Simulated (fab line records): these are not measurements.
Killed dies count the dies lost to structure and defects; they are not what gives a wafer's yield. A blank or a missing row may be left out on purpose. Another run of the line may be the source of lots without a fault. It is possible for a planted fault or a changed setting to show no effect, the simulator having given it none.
fab line records	flow n5Finfet
[record] lots = 24	wafers = 72	lastDay = 18
route steps=1938 shown STI_FIN_REVEAL@204 DUMMY_GATE@218 SD_EPI_N@281 SD_EPI_P@307
lots untouched by any fault: they come from a run of this same line in which no faults occurred
startH: hours from the record's opening day to when the first of the lot's shown wafers began	waitH: hours elapsed since this lot's preceding step	" as in the row above	L1.1+2: a single row standing in for several wafers	- no value, or no start given	* or withheld: withheld	< > ~ a bound
route shown NAME@n: a module of which the file shows steps, and the number in the route of the first	usual: average and standard deviation across the fault-free wafers	same: alike in all rows	chamber/n: place in a boat	sites: the reading at each site	_std_site: the values' standard deviation	_edge_site: mean of outer sites minus mean of inner sites	radiusMm: how far each site lies from the wafer's centre	mask NAME#n: copy n	behind: the last tool/chamber to shape the wafer	hold: the reason the lot was held/the length of the hold in hours/how it ended	device: the transistor (n, p or np) that didn't switch	end of line: tests run on the same wafers once the route is complete	for a step that has no rows: nothing shown but its recipe	killed: the dies lost at the first sort to structure and to defects; this is not the yield of the wafer	map: a wafer's dies, marking killed ones x, the rest . and places with no die _
set.NAME: the setting the step ran with; set.NAME@STEP: the setting that earlier step ran with	model.NAME: the simulator's own value behind a step, which no gauge read
the route's steps for a sample of lots (tables are steps, rows are wafers)
services: when a tool's chamber went out of use (startH, in hours from the record's first day, below 0 if earlier), for how many hours, and the reason
[[steps]]
[step N5_STI_FIN_REVEAL_OXIDATION_33]
[recipe] chemistry = O2_PLASMA_REMOTE	tempC = 150	timeS = 20	pressureMtorr = 1000	sourcePowerW = 2000	o2FlowSccm = 3000
[usual] drypumpMotorCurrentA = 6.01/0.29	heaterPowerW = 143/17
[same] timeS = 20
lot.wafer	tool	chamber	startH	waitH	drypumpMotorCurrentA	heaterPowerW	rfHoursCounterH
L074.3	plasmaAsher-02	1	36.74	0.0	6.40	173	-
L074.4	"	0	"	"	5.93	131	-
L074.5	"	0	"	"	5.92	130	-
L075.1	plasmaAsher-02	1	44.63	0.0	6.38	161	78
L075.2	"	0	"	"	5.93	127	78
L075.5	"	1	"	"	6.39	167	-
L076.2	plasmaAsher-01	1	48.99	0.0	5.74	134	33
L076.3	"	0	"	"	5.65	132	-
L076.4	"	1	"	"	5.76	133	-
L077.1	plasmaAsher-02	0	56.75	0.0	5.92	129	80
L077.3	"	0	"	"	5.94	130	-
L077.4	"	1	"	"	6.39	167	-
L078.1	plasmaAsher-02	0	63.35	0.0	5.93	131	81
L078.2	"	1	"	"	6.39	161	81
L078.5	"	0	"	"	5.95	134	-
L079.2	plasmaAsher-01	0	67.02	0.0	5.64	135	37
L079.4	"	1	"	"	5.71	130	-
L079.6	"	0	"	"	5.65	133	-
L080.1	plasmaAsher-01	0	74.13	0.0	5.66	134	38
L080.2	"	1	"	"	5.74	135	38
L080.4	"	0	"	"	5.66	135	-
L081.1	plasmaAsher-01	1	79.33	0.0	5.76	134	39
L081.3	"	1	"	"	5.76	133	-
L081.6	"	1	"	"	5.78	133	-
L082.1	plasmaAsher-01	1	85.79	0.0	5.75	133	40
L082.3	"	0	"	"	5.69	132	-
L082.5	"	1	"	"	5.75	133	-
L083.1	plasmaAsher-02	0	90.16	0.0	5.95	131	88
L083.3	"	1	"	"	6.38	166	-
L083.4	"	0	"	"	5.93	131	-
L084.1	plasmaAsher-02	0	96.97	0.0	5.90	128	88
L084.3	"	1	"	"	6.42	170	-
L084.6	"	0	"	"	5.93	128	-
L085.3	plasmaAsher-02	0	104.39	0.0	5.92	133	-
L085.4	"	1	"	"	6.41	172	-
L085.5	"	1	"	"	6.38	167	-
L086.4	plasmaAsher-02	0	112.80	0.0	5.93	134	-
L086.5	"	1	"	"	6.39	166	-
L086.6	"	0	"	"	5.94	126	-
L087.1	plasmaAsher-01	0	116.68	0.0	5.66	135	45
L087.2	"	1	"	"	5.75	127	45
L087.5	"	1	"	"	5.76	133	-
L088.2	plasmaAsher-02	0	121.43	0.0	5.90	129	93
L088.4	"	0	"	"	5.91	129	-
L088.5	"	0	"	"	5.92	127	-
L089.1	plasmaAsher-01	1	126.48	0.0	5.74	132	47
L089.5	"	1	"	"	5.73	130	-
L089.6	"	0	"	"	5.66	136	-
L090.1	plasmaAsher-02	0	137.30	0.0	5.91	133	97
L090.2	"	1	"	"	6.41	167	97
L090.5	"	0	"	"	5.86	131	-
L091.2	plasmaAsher-01	0	139.96	0.0	5.65	135	50
L091.3	"	0	"	"	5.65	131	-
L091.6	"	1	"	"	5.77	131	-
L092.1	plasmaAsher-02	0	147.07	0.0	5.91	130	99
L092.3	"	0	"	"	5.89	129	-
L092.4	"	1	"	"	6.39	167	-
L093.3	plasmaAsher-02	1	154.70	0.0	6.44	170	-
L093.5	"	0	"	"	5.94	134	-
L093.6	"	1	"	"	6.39	167	-
L094.1	plasmaAsher-02	0	158.44	0.0	5.95	130	102
L094.2	"	1	"	"	6.42	169	102
L094.6	"	0	"	"	5.95	128	-
L095.2	plasmaAsher-02	0	165.99	0.0	5.87	126	103
L095.3	"	1	"	"	6.39	166	-
L095.5	"	0	"	"	5.92	131	-
L096.1	plasmaAsher-02	1	172.50	0.0	6.41	171	104
L096.2	"	0	"	"	5.94	130	104
L096.4	"	1	"	"	6.42	165	-
L097.1	plasmaAsher-02	1	177.95	0.0	6.40	164	105
L097.4	"	0	"	"	5.91	130	-
L097.6	"	0	"	"	5.93	130	-
[step N5_DUMMY_GATE_CMP_04]
[recipe] material = a-Si	postCmpClean = alkalineBrush
[usual] edgeZonePressureFrac = 1.000/0.0049	motorCurrentA = 10.3/0.67	slurryFilterDpKPa = 13.51/0.13	timeToEndpointS = 13.3/1.8
lot.wafer	tool	chamber	startH	waitH	edgeZonePressureFrac	motorCurrentA	slurryFilterDpKPa	timeToEndpointS
L074.3	cmp-01	1	41.05	0.1	1.001	9.7	13.54	13.8
L074.4	"	2	"	"	0.995	10.9	13.60	14.6
L074.5	"	3	"	"	1.000	10.7	13.43	15.1
L075.1	cmp-01	2	49.06	0.1	0.997	11.0	13.66	14.1
L075.2	"	0	"	"	0.994	10.6	13.44	11.9
L075.5	"	2	"	"	1.005	10.8	13.93	14.5
L076.2	cmp-01	1	54.44	0.0	1.000	10.2	13.61	13.4
L076.4	"	2	"	"	0.995	10.9	13.84	13.5
L076.3	"	0	"	"	0.996	10.7	13.67	13.7
L077.4	cmp-02	2	62.79	0.0	0.988	9.9	13.68	10.8
L077.3	"	3	"	"	0.985	8.8	13.33	10.9
L077.1	"	1	"	"	1.000	9.8	13.52	9.0
L078.1	cmp-04	1	70.09	0.1	0.999	10.7	13.70	13.2
L078.2	"	3	"	"	1.005	10.2	13.59	14.1
L078.5	"	1	"	"	0.996	10.5	13.61	10.5
L079.2	cmp-04	1	71.30	0.1	1.006	10.1	13.36	12.8
L079.4	"	2	"	"	1.008	11.4	13.63	14.6
L079.6	"	3	"	"	0.995	10.1	13.45	14.1
L080.2	cmp-02	1	78.36	0.0	1.007	10.2	13.62	12.2
L080.4	"	2	"	"	0.996	9.9	13.72	17.2
L080.1	"	3	"	"	1.002	8.8	13.25	12.4
L081.1	cmp-02	0	86.27	0.0	1.001	11.4	13.37	13.4
L081.3	"	3	"	"	0.998	8.5	13.52	15.3
L081.6	"	1	"	"	1.004	9.9	13.51	11.7
L082.3	cmp-02	0	90.85	0.0	1.006	11.4	13.52	12.6
L082.1	"	2	"	"	1.004	10.0	13.67	16.2
L082.5	"	1	"	"	0.998	10.2	13.30	12.1
L083.4	cmp-01	3	94.47	0.1	1.000	12.0	13.40	13.3
L083.1	"	0	"	"	1.011	9.9	13.52	15.4
L083.3	"	1	"	"	0.996	9.7	13.72	17.7
L084.1	cmp-04	1	102.90	0.0	1.004	10.6	13.41	17.1
L084.3	"	3	"	"	1.004	9.8	13.43	13.6
L084.6	"	2	"	"	1.000	10.8	13.70	14.9
L085.3	cmp-04	0	110.89	0.1	0.995	10.4	13.32	13.2
L085.4	"	1	"	"	0.997	10.3	13.45	14.5
L085.5	"	3	"	"	1.007	10.0	13.55	11.7
L086.4	cmp-04	1	117.67	0.0	0.995	11.6	13.44	10.3
L086.5	"	1	"	"	1.002	10.7	13.46	12.5
L086.6	"	2	"	"	1.000	11.2	13.62	11.1
L087.2	cmp-02	0	120.96	0.1	0.999	10.8	13.58	13.2
L087.1	"	2	"	"	1.004	11.0	13.65	11.2
L087.5	"	3	"	"	1.002	8.9	13.72	12.6
L088.4	cmp-02	2	127.66	0.0	0.998	9.9	13.47	10.5
L088.2	"	0	"	"	0.994	10.9	13.37	11.1
L088.5	"	2	"	"	0.994	10.7	13.48	12.9
L089.1	cmp-04	1	130.72	0.1	0.995	10.6	13.41	10.5
L089.6	"	0	"	"	1.004	10.3	13.61	15.0
L089.5	"	1	"	"	0.999	10.2	13.26	13.0
L090.1	cmp-04	1	141.81	0.3	1.000	11.0	13.33	15.0
L090.2	"	2	"	"	1.008	10.3	13.68	16.2
L090.5	"	1	"	"	1.007	11.0	13.59	16.4
L091.3	cmp-04	1	144.31	0.1	0.992	11.0	13.72	12.7
L091.2	"	2	"	"	0.997	11.2	13.19	13.1
L091.6	"	3	"	"	0.997	9.4	13.35	14.8
L092.1	cmp-02	1	151.39	0.1	1.004	10.4	13.31	15.1
L092.3	"	3	"	"	0.999	8.8	13.67	15.8
L092.4	"	0	"	"	1.001	10.8	13.39	14.7
L093.3	cmp-04	3	159.00	0.1	1.009	10.3	13.47	12.5
L093.6	"	1	"	"	0.999	10.7	13.55	12.5
L093.5	"	2	"	"	1.003	11.2	13.54	12.9
L094.1	cmp-02	0	162.65	0.0	0.996	11.1	13.68	13.2
L094.2	"	3	"	"	1.009	8.8	13.59	16.0
L094.6	"	1	"	"	0.998	10.1	13.68	11.6
L095.2	cmp-04	1	170.21	0.0	1.003	11.0	13.41	12.1
L095.3	"	0	"	"	0.995	9.9	13.66	11.2
L095.5	"	2	"	"	0.999	11.1	13.41	14.1
L096.1	cmp-02	2	176.72	0.0	1.000	10.1	13.49	14.4
L096.4	"	0	"	"	1.000	11.0	13.50	15.0
L096.2	"	1	"	"	1.010	9.9	13.59	12.5
L097.1	cmp-04	2	182.17	0.0	0.993	10.6	13.39	11.4
L097.4	"	3	"	"	0.999	10.3	13.52	9.6
L097.6	"	3	"	"	0.998	10.3	13.32	9.7
[step N5_DUMMY_GATE_OVL_MEAS_16]
[recipe] pointsPerWafer = 522
[usual] GATE_OVL = 0.0/0.58
lot.wafer	tool	chamber	startH	waitH	GATE_OVL[nm]
L074.3	overlay-01	0	45.70	0.0	-0.3
L074.4	"	0	"	"	-0.4
L074.5	"	0	"	"	0.2
L075.1	overlay-02	0	53.60	0.0	0.5
L075.2	"	0	"	"	1.0
L075.5	"	0	"	"	1.4
L076.2	overlay-02	0	59.05	0.1	-1.5
L076.3	"	0	"	"	0.2
L076.4	"	0	"	"	-0.1
L077.1	overlay-02	0	67.36	0.0	0.2
L077.3	"	0	"	"	1.1
L077.4	"	0	"	"	1.4
L078.1	overlay-02	0	74.63	0.0	-0.5
L078.2	"	0	"	"	-1.0
L078.5	"	0	"	"	0.4
L079.2	overlay-01	0	75.82	0.0	0.5
L079.4	"	0	"	"	0.2
L079.6	"	0	"	"	0.7
L080.1	overlay-02	0	82.94	0.0	0.5
L080.2	"	0	"	"	0.5
L080.4	"	0	"	"	-0.3
L081.1	overlay-01	0	90.97	0.0	0.1
L081.3	"	0	"	"	-1.7
L081.6	"	0	"	"	-0.8
L082.1	overlay-02	0	95.57	0.0	-0.5
L082.3	"	0	"	"	-0.7
L082.5	"	0	"	"	-0.7
L083.1	overlay-02	0	99.14	0.0	0.1
L083.3	"	0	"	"	0.2
L083.4	"	0	"	"	0.4
L084.1	overlay-01	0	107.59	0.0	0.4
L084.3	"	0	"	"	1.3
L084.6	"	0	"	"	0.4
L085.3	overlay-02	0	115.41	0.0	0.1
L085.4	"	0	"	"	0.8
L085.5	"	0	"	"	1.0
L086.4	overlay-01	0	122.28	0.0	-0.9
L086.5	"	0	"	"	0.0
L086.6	"	0	"	"	-0.9
L087.1	overlay-02	0	125.50	0.0	0.3
L087.2	"	0	"	"	-0.1
L087.5	"	0	"	"	0.7
L088.2	overlay-02	0	132.29	0.0	-0.8
L088.4	"	0	"	"	-0.3
L088.5	"	0	"	"	-0.1
L089.1	overlay-02	0	135.26	0.0	-0.4
L089.5	"	0	"	"	0.5
L089.6	"	0	"	"	0.2
L090.1	overlay-02	0	146.35	0.0	-0.1
L090.2	"	0	"	"	-0.5
L090.5	"	0	"	"	-0.2
L091.2	overlay-02	0	148.83	0.0	-0.3
L091.3	"	0	"	"	0.3
L091.6	"	0	"	"	-0.5
L092.1	overlay-01	0	155.96	0.0	0.6
L092.3	"	0	"	"	-0.8
L092.4	"	0	"	"	-0.4
L093.3	overlay-02	0	165.79	0.0	-0.3
L093.5	"	0	"	"	0.2
L093.6	"	0	"	"	0.3
L094.1	overlay-02	0	167.24	0.0	-0.2
L094.2	"	0	"	"	-0.5
L094.6	"	0	"	"	-0.1
L095.2	overlay-02	0	174.92	0.0	0.2
L095.3	"	0	"	"	0.3
L095.5	"	0	"	"	0.1
L096.1	overlay-02	0	181.29	0.0	0.3
L096.2	"	0	"	"	0.0
L096.4	"	0	"	"	0.1
L097.1	overlay-02	0	186.88	0.0	0.0
L097.4	"	0	"	"	-0.3
L097.6	"	0	"	"	0.3
[step N5_SD_EPI_N_SD_RECESS_17]
[recipe] chemistry = HBr/Cl2/O2	targetDepthA = 410	maskMaterial = SOC	timeS = 23.7	btTimeS = 3	pressureMtorr = 10	icpW = 800	biasW = 112	HBr_flow_sccm = 150	Cl2_flow_sccm = 80	O2_flow_sccm = 12
[usual] drypumpMotorCurrentA = 5.5/0.51	oesProductAu = 0.996/0.012	throttleValvePct = 37.23/0.21
[same] timeS = 23.7
lot.wafer	tool	chamber	startH	waitH	drypumpMotorCurrentA	oesProductAu	rfHoursCounterH	throttleValvePct
L074.3	rieSi-06	3	49.81	0.0	5.5	0.995	20	37.19
L074.4	"	2	"	"	5.7	0.984	87	37.07
L074.5	"	1	"	"	5.1	1.003	-	36.91
L075.1	rieSi-03	3	58.17	0.0	6.1	1.004	82	37.62
L075.2	"	2	"	"	5.3	0.996	168	37.39
L075.5	"	3	"	"	6.1	1.001	-	37.62
L076.2	rieSi-01	0	62.05	0.0	5.0	0.980	47	37.00
L076.3	"	2	"	"	5.5	0.983	68	37.53
L076.4	"	3	"	"	4.9	1.000	8	37.16
L077.1	rieSi-03	1	70.38	0.0	5.4	0.976	7	37.03
L077.3	"	2	"	"	5.3	1.005	168	37.38
L077.4	"	3	"	"	6.1	1.008	83	37.62
L078.1	rieSi-06	2	78.60	0.0	5.7	0.984	88	37.06
L078.2	"	0	"	"	4.9	0.996	100	37.31
L078.5	"	3	"	"	5.6	0.995	-	37.19
L079.2	rieSi-01	3	79.59	0.0	4.9	1.002	8	37.16
L079.4	"	0	"	"	4.9	0.985	47	37.00
L079.6	"	2	"	"	5.5	0.980	-	37.56
L080.1	rieSi-06	3	85.97	0.0	5.5	1.007	21	37.19
L080.2	"	1	"	"	5.1	1.008	155	36.90
L080.4	"	0	"	"	4.9	0.999	100	37.30
L081.1	rieSi-01	0	94.91	0.0	4.9	0.978	47	36.99
L081.3	"	1	"	"	6.4	1.013	4	37.32
L081.6	"	1	"	"	6.4	1.008	-	37.34
L082.1	rieSi-06	0	101.77	0.0	4.9	0.999	100	37.31
L082.3	"	3	"	"	5.5	0.999	21	37.18
L082.5	"	0	"	"	4.9	0.998	-	37.31
L083.1	rieSi-03	1	103.00	0.0	5.4	0.981	8	37.03
L083.3	"	2	"	"	5.3	1.006	169	37.41
L083.4	"	0	"	"	6.4	1.001	32	37.24
L084.1	rieSi-06	3	110.60	0.0	5.5	0.983	21	37.20
L084.3	"	2	"	"	5.6	0.983	88	37.07
L084.6	"	1	"	"	5.1	1.007	-	36.90
L085.3	rieSi-01	0	118.73	0.0	5.0	0.984	48	37.00
L085.4	"	1	"	"	6.4	1.012	4	37.33
L085.5	"	2	"	"	5.5	0.983	-	37.55
L086.4	rieSi-01	0	127.83	0.0	4.9	0.978	48	37.00
L086.5	"	2	"	"	5.5	0.979	-	37.56
L086.6	"	3	"	"	4.9	0.998	-	37.17
L087.1	rieSi-06	0	129.60	0.0	4.9	0.997	101	37.30
L087.2	"	1	"	"	5.1	0.997	155	36.90
L087.5	"	0	"	"	4.9	0.997	-	37.30
L088.2	rieSi-03	0	135.74	0.0	6.4	0.991	33	37.26
L088.4	"	1	"	"	5.4	0.968	9	37.03
L088.5	"	3	"	"	6.2	1.008	-	37.63
L089.1	rieSi-06	2	138.38	0.0	5.7	0.989	89	37.07
L089.5	"	3	"	"	5.5	0.997	-	37.18
L089.6	"	2	"	"	5.7	0.992	-	37.07
L090.1	rieSi-06	3	149.26	0.0	5.6	1.001	22	37.19
L090.2	"	0	"	"	4.9	0.996	101	37.30
L090.5	"	1	"	"	5.1	1.011	-	36.89
L091.2	rieSi-01	1	153.20	0.0	6.4	1.007	5	37.33
L091.3	"	0	"	"	4.9	0.975	49	37.01
L091.6	"	1	"	"	6.4	1.011	-	37.31
L092.1	rieSi-03	0	160.35	0.0	6.4	0.995	33	37.27
L092.3	"	1	"	"	5.4	0.967	9	37.04
L092.4	"	3	"	"	6.2	1.010	84	37.62
L093.3	rieSi-03	2	169.46	0.0	5.3	1.002	170	37.41
L093.5	"	3	"	"	6.1	1.008	-	37.63
L093.6	"	0	"	"	6.4	0.997	-	37.27
L094.1	rieSi-06	0	171.45	0.0	4.9	0.999	101	37.29
L094.2	"	3	"	"	5.5	0.997	23	37.20
L094.6	"	0	"	"	4.9	0.997	-	37.30
L095.2	rieSi-06	0	179.80	0.0	4.9	0.998	102	37.30
L095.3	"	1	"	"	5.1	1.006	156	36.89
L095.5	"	1	"	"	5.1	1.007	-	36.90
L096.1	rieSi-01	2	184.31	0.0	5.5	0.975	70	37.57
L096.2	"	1	"	"	6.4	1.020	6	37.32
L096.4	"	0	"	"	4.9	0.982	49	37.00
L097.1	rieSi-06	2	191.19	0.0	5.7	0.990	89	37.07
L097.4	"	0	"	"	4.9	1.005	102	37.29
L097.6	"	1	"	"	5.1	1.000	-	36.89
[step N5_SD_EPI_N_LINER_46]
[recipe] material = SiNx	targetThkA = 30	tempC = 400	aldPrecursorFamily = SiH2I2	aldCoReactant = N2/H2-plasma	pressureTorr = 2
[usual] heaterPowerW = 847/97
lot.wafer	tool	chamber	startH	waitH	heaterPowerW
L074.3	aldSin-04	2	53.87	0.4	954
L074.4	"	0	"	"	858
L074.5	"	2	"	"	941
L075.1	aldSin-04	2	61.92	0.2	982
L075.2	"	0	"	"	850
L075.5	"	3	"	"	858
L076.2	aldSin-04	3	65.12	0.2	859
L076.3	"	0	"	"	851
L076.4	"	0	"	"	870
L077.1	aldSin-01	0	75.12	0.2	770
L077.3	"	3	"	"	804
L077.4	"	1	"	"	683
L079.2	aldSin-01	3	83.54	0.1	855
L079.4	"	2	"	"	842
L079.6	"	2	"	"	866
L078.1	aldSin-02	3	84.65	0.2	874
L078.2	"	1	"	"	847
L078.5	"	3	"	"	865
L080.1	aldSin-04	2	92.13	0.3	939
L080.2	"	0	"	"	850
L080.4	"	1	"	"	762
L081.1	aldSin-01	0	98.80	1.0	773
L081.3	"	1	"	"	696
L081.6	"	0	"	"	775
L082.1	aldSin-04	0	105.54	0.2	876
L082.3	"	1	"	"	753
L082.5	"	0	"	"	865
L083.1	aldSin-04	2	106.02	0.2	948
L083.3	"	0	"	"	864
L083.4	"	1	"	"	751
L084.1	aldSin-01	2	113.61	0.2	856
L084.3	"	1	"	"	670
L084.6	"	2	"	"	871
L085.3	aldSin-04	0	121.74	0.1	865
L085.4	"	0	"	"	887
L085.5	"	1	"	"	729
L086.4	aldSin-01	0	130.86	0.1	777
L086.5	"	0	"	"	789
L086.6	"	1	"	"	698
L087.1	aldSin-04	2	133.01	0.6	960
L087.2	"	1	"	"	733
L087.5	"	2	"	"	978
L088.2	aldSin-04	2	139.50	0.1	984
L088.4	"	2	"	"	980
L088.5	"	3	"	"	858
L089.1	aldSin-01	0	141.54	0.3	771
L089.5	"	0	"	"	773
L089.6	"	1	"	"	703
L090.1	aldSin-02	3	152.26	0.2	873
L090.2	"	0	"	"	1104
L090.5	"	2	"	"	902
L091.2	aldSin-04	1	156.95	0.1	750
L091.3	"	0	"	"	862
L091.6	"	3	"	"	868
L092.1	aldSin-02	3	163.38	0.2	852
L092.3	"	0	"	"	1111
L092.4	"	2	"	"	896
L093.3	aldSin-01	3	172.47	0.1	833
L093.5	"	2	"	"	893
L093.6	"	1	"	"	695
L094.1	aldSin-04	3	174.50	0.2	876
L094.2	"	1	"	"	759
L094.6	"	2	"	"	975
L095.2	aldSin-02	1	183.42	0.1	822
L095.3	"	3	"	"	867
L095.5	"	0	"	"	1083
L096.1	aldSin-01	1	187.78	0.6	704
L096.2	"	0	"	"	787
L096.4	"	3	"	"	844
L097.1	aldSin-01	3	194.21	0.2	834
L097.4	"	0	"	"	770
L097.6	"	1	"	"	703
[step N5_SD_EPI_P_ETCH_36]
[recipe] chemistry = CF4	target = SiARC	targetDepthA = 455	maskMaterial = CAR-ArF-block	timeS = 75.8	ionEnergyEv = 80	pressureMtorr = 40	sourceW = 545	biasW = 36	Ar_flow_sccm = 100	cf4FlowSccm = 100	ends = cleared
[usual] drypumpMotorCurrentA = 5.5/0.32	etchRfOnTimeS = 75.5/1.3	oesProductAu = 0.67/0.077	rfVppV = 184.0/1.2	showerheadPlenumPTorr = 2.15/0.072	throttleValvePct = 15.56/0.24
lot.wafer	tool	chamber	startH	waitH	drypumpMotorCurrentA	etchRfOnTimeS	oesProductAu	rfHoursCounterH	rfVppV	showerheadPlenumPTorr	throttleValvePct
L074.3	rieDiel-04	2	54.69	0.0	5.5	76.0	0.68	130	184.5	2.24	15.55
L074.4	"	1	"	"	5.2	74.3	0.79	-	184.5	2.09	15.56
L074.5	"	3	"	"	5.2	76.7	0.59	-	182.7	2.04	15.59
L075.1	rieDiel-04	3	62.73	0.0	5.2	76.5	0.59	225	183.0	2.04	15.59
L075.2	"	2	"	"	5.4	75.1	0.68	133	186.7	2.24	15.56
L075.5	"	3	"	"	5.2	76.1	0.59	-	182.9	2.04	15.60
L076.2	rieDiel-04	0	65.90	0.0	4.9	77.2	0.64	166	184.8	2.22	15.66
L076.3	"	1	"	"	5.2	74.1	0.78	32	184.6	2.09	15.57
L076.4	"	3	"	"	5.1	77.0	0.59	226	182.2	2.04	15.62
L077.1	rieDiel-02	0	75.77	0.0	5.8	76.7	0.62	182	185.3	2.21	15.68
L077.3	"	3	"	"	5.9	77.0	0.63	182	184.0	2.21	15.67
L077.4	"	1	"	"	5.7	76.7	0.59	245	182.1	2.03	15.77
L079.2	rieDiel-04	2	84.21	0.0	5.5	75.4	0.67	140	186.3	2.23	15.56
L079.4	"	3	"	"	5.2	76.1	0.59	231	183.1	2.04	15.61
L079.6	"	0	"	"	5.0	76.8	0.64	-	185.1	2.22	15.66
L078.1	rieDiel-01	1	85.49	0.0	5.8	75.8	0.64	185	184.3	2.13	15.97
L078.2	"	0	"	"	5.9	74.0	0.75	35	183.2	2.18	15.17
L078.5	"	2	"	"	5.3	74.0	0.79	-	183.3	2.11	15.12
L080.1	rieDiel-04	0	92.90	0.0	4.9	76.8	0.64	174	184.3	2.22	15.64
L080.2	"	1	"	"	5.2	74.1	0.77	39	183.7	2.09	15.57
L080.4	"	3	"	"	5.2	76.6	0.58	234	181.2	2.04	15.63
L081.1	rieDiel-02	2	99.75	0.0	6.0	74.6	0.66	130	183.5	2.07	15.48
L081.3	"	1	"	"	5.7	75.9	0.58	249	183.2	2.03	15.78
L081.6	"	2	"	"	6.0	74.4	0.66	-	181.2	2.06	15.50
L082.1	rieDiel-01	2	106.31	0.0	5.4	73.9	0.78	16	183.9	2.11	15.13
L082.3	"	3	"	"	5.3	76.7	0.58	224	184.7	2.12	15.69
L082.5	"	3	"	"	5.3	76.6	0.59	-	183.3	2.12	15.68
L083.1	rieDiel-01	2	106.98	0.0	5.3	74.0	0.79	16	184.3	2.11	15.12
L083.3	"	1	"	"	5.8	76.0	0.63	188	183.2	2.13	15.97
L083.4	"	0	"	"	5.8	75.0	0.74	43	184.2	2.18	15.20
L084.1	rieDiel-01	3	114.39	0.0	5.3	75.9	0.59	227	184.0	2.11	15.66
L084.3	"	2	"	"	5.4	73.1	0.78	19	183.7	2.11	15.15
L084.6	"	1	"	"	5.8	74.6	0.64	-	183.3	2.13	15.96
L085.3	rieDiel-02	2	122.52	0.0	6.0	74.9	0.65	139	183.6	2.06	15.50
L085.4	"	0	"	"	5.8	76.8	0.62	-	184.9	2.21	15.69
L085.5	"	2	"	"	6.0	75.3	0.65	-	183.7	2.06	15.52
L086.4	rieDiel-02	0	131.72	0.0	5.8	75.3	0.62	-	183.1	2.21	15.69
L086.5	"	3	"	"	5.9	77.3	0.61	-	185.0	2.21	15.69
L086.6	"	2	"	"	6.0	74.6	0.65	-	184.1	2.06	15.53
L087.1	rieDiel-01	1	133.79	0.0	5.7	75.5	0.62	196	184.7	2.13	15.98
L087.2	"	3	"	"	5.3	77.8	0.57	232	184.3	2.11	15.69
L087.5	"	1	"	"	5.7	75.7	0.62	-	183.4	2.13	15.98
L088.2	rieDiel-02	0	140.54	0.0	5.8	75.6	0.62	204	185.2	2.21	15.73
L088.4	"	3	"	"	5.9	77.7	0.61	200	186.2	2.20	15.69
L088.5	"	2	"	"	6.0	75.0	0.64	-	182.6	2.06	15.53
L089.1	rieDiel-01	0	142.69	0.0	5.9	75.1	0.73	55	184.4	2.18	15.21
L089.5	"	3	"	"	5.3	77.2	0.58	-	181.8	2.11	15.69
L089.6	"	0	"	"	5.9	74.7	0.73	-	184.3	2.18	15.22
L090.1	rieDiel-01	2	153.03	0.0	5.4	73.8	0.75	33	183.8	2.10	15.16
L090.2	"	1	"	"	5.8	75.8	0.62	204	183.9	2.13	16.00
L090.5	"	3	"	"	5.3	77.1	0.57	-	183.2	2.11	15.72
L091.2	rieDiel-04	0	157.89	0.0	5.0	76.5	0.63	186	185.1	2.22	15.69
L091.3	"	2	"	"	5.5	74.1	0.67	154	184.6	2.23	15.59
L091.6	"	0	"	"	5.0	76.1	0.63	-	185.1	2.22	15.68
L092.1	rieDiel-04	1	164.03	0.0	5.2	73.5	0.76	52	182.6	2.09	15.62
L092.3	"	0	"	"	4.9	76.5	0.63	187	184.7	2.22	15.68
L092.4	"	2	"	"	5.5	75.4	0.66	155	185.0	2.23	15.60
L093.3	rieDiel-01	1	173.37	0.0	5.8	76.0	0.61	211	182.2	2.13	16.02
L093.5	"	2	"	"	5.4	74.4	0.75	-	183.6	2.10	15.18
L093.6	"	3	"	"	5.3	77.4	0.57	-	184.5	2.11	15.71
L094.1	rieDiel-02	0	175.31	0.0	5.8	76.1	0.61	216	185.9	2.20	15.74
L094.2	"	1	"	"	5.7	73.4	0.83	13	184.9	2.28	15.32
L094.6	"	2	"	"	6.0	75.3	0.63	-	184.3	2.05	15.55
L095.2	rieDiel-01	1	184.19	0.0	5.8	75.0	0.62	214	184.7	2.12	16.00
L095.3	"	0	"	"	5.8	74.8	0.71	68	185.1	2.17	15.24
L095.5	"	2	"	"	5.4	73.5	0.74	-	183.8	2.10	15.20
L096.1	rieDiel-04	0	188.42	0.0	5.0	77.0	0.62	196	186.8	2.21	15.70
L096.2	"	2	"	"	5.5	75.1	0.65	163	185.3	2.22	15.60
L096.4	"	1	"	"	5.2	73.6	0.74	59	183.9	2.08	15.62
L097.1	rieDiel-02	3	194.86	0.0	5.9	77.5	0.60	218	185.4	2.20	15.71
L097.4	"	1	"	"	5.7	74.7	0.81	18	185.0	2.28	15.34
L097.6	"	1	"	"	5.7	74.5	0.81	-	184.6	2.28	15.33
[[services]]
tool	chamber	startH	hours	kind
rieSi-06	3	24.06	5.7	repair
aldSin-01	2	25.92	8.7	repair
rieDiel-02	-	35.76	2.0	repair
rieSi-01	0	47.97	5.0	repair
aldSin-04	1	48.07	2.6	repair
rieDiel-04	0	49.89	8.4	repair
aldSin-01	2	52.79	8.0	repair
cmp-02	-	52.81	6.3	pm
cmp-04	-	56.85	4.0	pm
aldSin-04	1	59.57	6.5	repair
rieDiel-01	1	93.05	9.4	repair
cmp-02	-	101.97	2.8	repair
cmp-02	-	109.63	1.5	repair
aldSin-04	3	121.37	8.2	repair
rieDiel-04	-	128.58	28.1	pm
cmp-04	-	130.10	0.3	repair
aldSin-01	2	132.12	6.5	repair
aldSin-04	0	133.24	22.3	repair
cmp-02	-	141.17	2.8	pm
rieSi-06	2	149.47	39.4	repair
aldSin-01	0	149.81	5.6	repair
rieSi-06	1	152.53	3.0	repair
cmp-04	-	159.45	7.9	repair
cmp-02	-	183.58	4.0	pm
[[key]]
fault none
